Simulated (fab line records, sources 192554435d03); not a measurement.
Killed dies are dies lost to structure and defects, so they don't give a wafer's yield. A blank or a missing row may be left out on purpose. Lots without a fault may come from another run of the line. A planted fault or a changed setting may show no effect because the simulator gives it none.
Which tool did it? | flow n5_finfet | 10 lots, 30 wafers sampled, at 2 steps of a route of 1938

WHAT THE GAUGES READ, wafer by wafer
N5_BEOL_M11_INSPECT_30: inspects for defects (brightfield). Usual: raw_defect_count 473, standard deviation 130.
lot  | measured     | on                | raw_defect_count | flag
L770 | day 11 14:21 | defect_inspect-02 | 491 642 605      |
L767 | day 11 19:57 | defect_inspect-01 | 405 370 336      |
L769 | day 12 08:25 | defect_inspect-01 | 453 546 353      |
L772 | day 12 18:35 | defect_inspect-01 | 349 347 385      |
L773 | day 12 20:51 | defect_inspect-01 | 607 614 731      |
L775 | day 14 05:12 | defect_inspect-01 | 532 677 422      |
L774 | day 14 08:02 | defect_inspect-02 | 491 374 606      |
L778 | day 14 10:55 | defect_inspect-02 | 636 527 550      |
L777 | day 14 11:06 | defect_inspect-02 | 446 530 330      |
L780 | day 15 07:33 | defect_inspect-01 | 363 402 475      |

WHICH TOOL RAN EACH LOT (tool, then ch and the chambers of the sampled wafers, then the start)
lot  | N5_BEOL_M11_HM_OPEN_17
L770 | rie_metal-01 ch 0,1, day 11 13:12
L767 | rie_metal-02 ch 0,1, day 11 19:17
L769 | rie_metal-02 ch 0,1, day 12 04:03
L772 | rie_metal-03 ch 0,1, day 12 16:13
L773 | rie_metal-01 ch 0,1, day 12 20:08
L775 | rie_metal-01 ch 0,1, day 14 04:19
L774 | rie_metal-02 ch 1, day 14 06:50
L778 | rie_metal-03 ch 0,1, day 14 09:20
L777 | rie_metal-01 ch 0,1, day 14 09:34
L780 | rie_metal-01 ch 0,1, day 15 05:50
- N5_BEOL_M11_HM_OPEN_17: chemistry Cl2/BCl3, target TiN, target depth 20 nm, overetch 6 nm.

WHAT THE TOOLS THEMSELVES READ (means of the sampled wafers that have a number; where no wafer has one, the mark that the record gives instead)
N5_BEOL_M11_HM_OPEN_17. Usual: drypump_motor_current_A 6.1 A, standard deviation 0.4; mfc_ar_sccm 25.00 sccm, standard deviation 0.075; oes_ar_750_au 0.75 a.u., standard deviation 0.08; oes_product_au 0.65 a.u., standard deviation 0.066; throttle_valve_pct 22.11 %, standard deviation 0.16.
lot  | tool         | drypump_motor_current_A (A) | mfc_ar_sccm (sccm) | oes_ar_750_au (a.u.) | oes_product_au (a.u.) | throttle_valve_pct (%) | flag
L770 | rie_metal-01 | 6.0                         | 25.02              | 0.69                 | 0.59                  | 22.19                  |
L767 | rie_metal-02 | 6.1                         | 24.96              | 0.81                 | 0.72                  | 22.06                  |
L769 | rie_metal-02 | 6.2                         | 25.03              | 0.77                 | 0.69                  | 21.95                  |
L772 | rie_metal-03 | 5.4                         | 24.93              | 0.82                 | 0.72                  | 22.20                  |
L773 | rie_metal-01 | 6.3                         | 24.96              | 0.73                 | 0.63                  | 22.09                  |
L775 | rie_metal-01 | 6.3                         | 24.93              | 0.73                 | 0.62                  | 22.10                  |
L774 | rie_metal-02 | 6.1                         | 25.01              | 0.82                 | 0.72                  | 22.19                  |
L778 | rie_metal-03 | 5.4                         | 25.03              | 0.80                 | 0.69                  | 22.22                  |
L777 | rie_metal-01 | 6.0                         | 24.99              | 0.67                 | 0.59                  | 22.20                  |
L780 | rie_metal-01 | 6.3                         | 24.99              | 0.72                 | 0.61                  | 22.13                  |

THE ANSWER, worked out from the rows above alone
Rule: a lot is off if the mean of its wafers that have a number lies more than 3 standard deviations from the usual mean. A lot without any number at a reading at which 4 lots or more have one is off too. The other lots that the step has rows for count as sound. The gauges are gone through in route order, then the tools' own readings, and for those a lot's mean is taken as printed above. The first step at which some lot is off is used, and at that step the reading that is off furthest; a lot without a number counts as furthest.
No lot is off at any reading shown: from this, nothing can be told.

WHAT THE SIMULATOR HAD PUT IN
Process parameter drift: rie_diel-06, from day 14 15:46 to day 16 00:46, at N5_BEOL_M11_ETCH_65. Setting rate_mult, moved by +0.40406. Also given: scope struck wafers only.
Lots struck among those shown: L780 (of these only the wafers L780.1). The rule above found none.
